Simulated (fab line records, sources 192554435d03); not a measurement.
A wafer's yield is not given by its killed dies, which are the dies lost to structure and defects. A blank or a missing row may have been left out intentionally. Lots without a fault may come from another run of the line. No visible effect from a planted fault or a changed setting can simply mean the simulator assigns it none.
Which tool was responsible? ; flow n5-finfet ; Sampling: 10 lots, 30 wafers, 4 of 1938 route steps

== WHAT THE GAUGES SHOWED, per wafer ==
N5_BEOL_M14_CD_MEAS_28: the cd target is 284.4 nm.
lot;measured;on;cd-nm (nm)
L304;day 11 10:01;cd-sem-01;281.7 281.8 281.3
L310;day 13 14:41;cd-sem-02;283.5 283.6 281.9
L315;day 14 04:59;cd-sem-03;283.4 284.1 283.6
L318;day 14 22:28;cd-sem-01;283.5 283.4 285.4
L319;day 15 02:23;cd-sem-01;283.0 285.8 283.3
L320;day 15 21:39;cd-sem-03;278.2 277.7 279.7
L323;day 16 14:26;cd-sem-03;276.3 276.0 276.0
L327;day 17 08:42;cd-sem-01;283.7 282.1 281.8
L325;day 17 11:51;cd-sem-01;283.2 285.9 283.8
L326;day 17 14:16;cd-sem-02;282.5 282.8 283.3

== TOOL THAT RAN EACH LOT (tool first, then ch and the chambers of the sampled wafers, then the start) ==
lot;N5_BEOL_M13_CMP_49;N5_BEOL_M14_ETCH_59;N5_BEOL_M14_PEB_26
L304;cmp-02 ch 0,3, day 11 07:49;rie-diel-06 ch 1,2, day 11 09:10;litho-track-05 ch 0, day 11 09:53
L310;cmp-01 ch 0,1, day 13 12:45;rie-diel-06 ch 0,2,3, day 13 13:58;litho-track-05 ch 0, day 13 14:34
L315;cmp-02 ch 0,3, day 14 03:09;rie-diel-06 ch 0,3, day 14 04:16;litho-track-02 ch 0, day 14 04:52
L318;cmp-01 ch 0,1, day 14 20:30;rie-diel-02 ch 1,2,3, day 14 21:44;litho-track-02 ch 0, day 14 22:20
L319;cmp-04 ch 0,2, day 15 00:20;rie-diel-02 ch 0,1,2, day 15 01:31;litho-track-05 ch 0, day 15 02:16
L320;cmp-04 ch 0,1, day 15 19:38;rie-diel-06 ch 0,2,3, day 15 20:54;litho-track-05 ch 0, day 15 21:32
L323;cmp-02 ch 0,1,3, day 16 12:21;rie-diel-03 ch 0,1,3, day 16 13:35;litho-track-05 ch 0, day 16 14:19
L327;cmp-01 ch 2,3, day 17 06:44;rie-diel-02 ch 0,1,2, day 17 07:51;litho-track-02 ch 0, day 17 08:35
L325;cmp-04 ch 0,1,3, day 17 09:49;rie-diel-02 ch 0,1,3, day 17 11:07;litho-track-04 ch 0, day 17 11:44
L326;cmp-04 ch 0,2,3, day 17 12:22;rie-diel-06 ch 0,2,3, day 17 13:32;litho-track-02 ch 0, day 17 14:09
- N5_BEOL_M13_CMP_49: polishes, stops on SiOC, t overpolish 17.1 s, target thk 420 nm.
- N5_BEOL_M14_ETCH_59: etches BARC in N2/H2, target depth 89 nm, overetch 26.7 nm, time 67.9 s.
- N5_BEOL_M14_PEB_26: peb time 90 s.

== THE ANSWER, worked out from the rows above alone ==
Rule: the usual values come from the lots themselves. The widest of any qualifying gaps counts: lots, ordered by their means at a reading, are off when they make up no more than a third of the lots, leave a main group of 4 or more, and stand apart from it by 3 or more times the standard deviation of that group's means. Not used: any main group whose means are identical at the precision the tables above print for the reading. A lot without any number at a reading at which 4 lots or more have one is off too. Any other lot the step has rows for is counted as sound.
Off: L320, L323, at N5_BEOL_M14_CD_MEAS_28 (cd-nm). Mean 283.3 nm and standard deviation 0.87 in the main group.
If a tool, at a process step before that reading, ran all the lots that are off and no sound lot after the first of them, it fits. The gauges at N5_BEOL_M14_CD_MEAS_28 are tried like those tools. Undecided on this evidence; 2 tools fit (litho-track-05 at N5_BEOL_M14_PEB_26, cd-sem-03 at N5_BEOL_M14_CD_MEAS_28).

== WHAT THE SIMULATOR PUT IN ==
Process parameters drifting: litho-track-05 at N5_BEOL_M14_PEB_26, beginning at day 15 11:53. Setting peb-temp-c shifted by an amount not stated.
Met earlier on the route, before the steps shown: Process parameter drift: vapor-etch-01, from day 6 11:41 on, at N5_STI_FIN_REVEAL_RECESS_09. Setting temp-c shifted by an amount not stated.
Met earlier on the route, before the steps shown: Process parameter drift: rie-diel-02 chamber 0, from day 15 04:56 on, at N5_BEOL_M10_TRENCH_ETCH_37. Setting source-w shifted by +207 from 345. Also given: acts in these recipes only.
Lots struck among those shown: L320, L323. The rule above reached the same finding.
